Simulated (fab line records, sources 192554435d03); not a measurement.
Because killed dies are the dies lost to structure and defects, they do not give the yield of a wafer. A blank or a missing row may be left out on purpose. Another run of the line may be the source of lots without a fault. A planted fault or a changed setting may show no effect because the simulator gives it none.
Which tool did it? ; flow n5_finfet ; 8 lots, 18 wafers sampled, at 2 steps of a route of 1938

== WHAT EACH GAUGE READ, for each wafer ==
N5_ZERO_LAYER_CD_MEAS_11 targets a cd of 2000 nm.
lot;measured;on;cd_nm (nm)
L564;day 1 18:38;cd_sem-03;1998.4 2002.5
L566;day 2 06:40;cd_sem-02;1996.6 1996.0
L571;day 3 12:47;cd_sem-03;2000.8 2002.7
L574;day 4 06:39;cd_sem-03;2002.2 1996.4
L577;day 5 00:38;cd_sem-02;1993.4 1998.6
L582;day 6 06:40;cd_sem-01;1976.7 1973.1 1976.6
L584;day 6 18:38;cd_sem-03;1981.4 1985.5 1984.3
L586;day 7 06:38;cd_sem-01;1999.0 1997.0

== WHAT TOOL EACH LOT RAN ON (gives the tool, then ch and the chambers of the sampled wafers, and finally the start) ==
lot;N5_ZERO_LAYER_EXPOSE_08
L564;krf_scanner-01 ch 0, day 1 18:29
L566;krf_scanner-01 ch 0, day 2 06:29
L571;krf_scanner-01 ch 0, day 3 12:37
L574;krf_scanner-01 ch 0, day 4 06:29
L577;krf_scanner-02 ch 0, day 5 00:28
L582;krf_scanner-01 ch 0, day 6 06:29
L584;krf_scanner-01 ch 0, day 6 18:28
L586;krf_scanner-02 ch 0, day 7 06:28
- N5_ZERO_LAYER_EXPOSE_08: exposes mask ZERO, defocus 0 nm, target cd 2000 nm.

== THE ANSWER, worked out from the rows above alone ==
Rule: the usual values come from the lots themselves. The widest of any qualifying gaps counts: lots, ordered by their means at a reading, are off when they make up no more than a third of the lots, leave a main group of 4 or more, and stand apart from it by 3 or more times the standard deviation of that group's means. A main group is skipped when, at the precision printed for the reading in the tables above, its means are all equal. A lot without any number at a reading at which 4 lots or more have one is off too. Any other lot the step has rows for is counted as sound.
Off at N5_ZERO_LAYER_CD_MEAS_11 (cd_nm): L582, L584. Mean 1998.6 nm and standard deviation 2.1 in the main group.
A tool fits if, at a process step before that reading, it ran every lot that is off, and no sound lot after the first of them. Those tools and the gauges at N5_ZERO_LAYER_CD_MEAS_11 are tried in the same way. One candidate fits, namely krf_scanner-01 at N5_ZERO_LAYER_EXPOSE_08. Its last sound lot is L574 (day 4 06:29), its first lot that is off L582 (day 6 06:29): a fault that began between those two fits.

== WHAT HAD BEEN PUT IN BY THE SIMULATOR ==
Drift in process parameters on krf_scanner-01 at N5_ZERO_LAYER_EXPOSE_08, starting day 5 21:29. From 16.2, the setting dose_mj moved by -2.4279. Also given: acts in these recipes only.
Shown lots that were struck: L582, L584. The same result came from the rule above.
